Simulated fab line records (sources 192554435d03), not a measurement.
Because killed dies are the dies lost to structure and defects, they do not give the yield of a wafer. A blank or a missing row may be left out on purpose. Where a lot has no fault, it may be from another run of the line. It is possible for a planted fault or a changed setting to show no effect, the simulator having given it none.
Chamber matching    flow n5 finfet    N5_BEOL_M3_ETCH_69 on rie diel-06 has 4 sister chambers
The step etches SiARC in CF4, target depth 15.6 nm, time 26 s. 4 wafers are shown with their chamber, then 8 later ones without.

## WAFERS WITH THEIR CHAMBER
wafer   chamber  drypump motor current A (A)
L076.5  1        6.2
L086.6  0        6.5
L088.5  3        5.8
L090.3  2        5.5

## WAFERS WITH NO CHAMBER GIVEN
wafer   drypump motor current A (A)
L090.5  5.5
L090.6  6.3
L093.1  6.5
L093.4  6.5
L093.5  5.5
L095.4  6.3
L095.5  5.5
L095.6  6.5

## THE CHAMBER EACH PASSED THROUGH
wafer   from the rows above  in truth
L090.5  2                    2
L090.6  1                    1
L093.1  0                    0
L093.4  0                    0
L093.5  2                    2
L095.4  1                    1
L095.5  2                    2
L095.6  0                    0
8 of 8 placed correctly. From these rows, 0 cannot be placed. 0 placed wrongly.
How it was worked out, from the rows above alone: a wafer's distance from a chamber is the root of the sum, over the readings, of the square of ((its reading less the chamber's mean) divided by the reading's scatter). The wafer belongs to the nearest chamber; if the next one is less than 2 further off, it can't be placed. Each chamber's mean is taken over the wafers shown for it. The scatter: with one shown wafer a chamber, the root of the mean of the squares of how far each hidden wafer lies from its nearest shown one.
